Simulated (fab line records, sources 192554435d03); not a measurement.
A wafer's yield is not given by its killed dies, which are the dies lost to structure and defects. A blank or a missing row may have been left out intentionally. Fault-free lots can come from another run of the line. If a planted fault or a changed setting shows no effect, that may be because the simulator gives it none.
Which tool was responsible?    flow n5_finfet    12 lots, 36 wafers sampled, at 2 steps of a route of 1938

== WHAT THE GAUGES READ, wafer by wafer ==
N5_BEOL_M5_CD_MEAS_11: target cd 27.74 nm.
lot   measured      on         cd_nm (nm)
L074  day 8 22:11   cd_sem-01  28.12 27.98 27.78
L077  day 9 11:39   cd_sem-02  28.00 27.81 28.03
L081  day 10 05:25  cd_sem-03  28.30 28.19 28.35
L080  day 10 17:54  cd_sem-02  28.05 28.23 27.91
L083  day 10 23:47  cd_sem-02  27.75 27.73 28.12
L085  day 11 11:22  cd_sem-03  27.73 27.54 27.95
L087  day 12 03:19  cd_sem-03  27.99 27.82 27.83
L088  day 12 07:47  cd_sem-02  27.80 28.18 27.25
L092  day 12 20:14  cd_sem-03  27.77 28.27 28.11
L093  day 12 23:54  cd_sem-02  28.49 28.61 28.15
L095  day 14 00:27  cd_sem-02  27.88 28.07 28.56
L096  day 14 08:27  cd_sem-02  28.36 28.10 27.96

== WHAT TOOL EACH LOT RAN ON (gives the tool, then ch and the chambers of the sampled wafers, and finally the start) ==
lot   N5_BEOL_M4_SPUTTER_94
L074  pvd_sputter-03, day 8 16:41
L077  pvd_sputter-03, day 9 07:04
L081  pvd_sputter-01, day 9 23:29
L080  pvd_sputter-01, day 10 12:14
L083  pvd_sputter-02, day 10 16:06
L085  pvd_sputter-02, day 11 07:24
L087  pvd_sputter-03, day 11 22:34
L088  pvd_sputter-01, day 12 01:44
L092  pvd_sputter-02, day 12 15:43
L093  pvd_sputter-03, day 12 18:59
L095  pvd_sputter-01, day 13 18:15
L096  pvd_sputter-03, day 14 02:55
- N5_BEOL_M4_SPUTTER_94: material Cu, target thk 4.5 nm, time 8.29 s.

== THE ANSWER, worked out from the rows above alone ==
Rule: usual is defined by the lots themselves. Put in order of their means at a reading, lots are off if they are a third of the lots or fewer, leave a main group of 4 or more, and stand apart from it by a gap of 3 or more times the standard deviation of the main group's means; of several such gaps the widest counts. A main group is skipped when, at the precision printed for the reading in the tables above, its means are all equal. A lot without any number at a reading at which 4 lots or more have one is off too. The other lots that the step has rows for count as sound.
No lot is off on any of the readings shown, so nothing can be concluded from this.

== WHAT THE SIMULATOR HAD PUT IN ==
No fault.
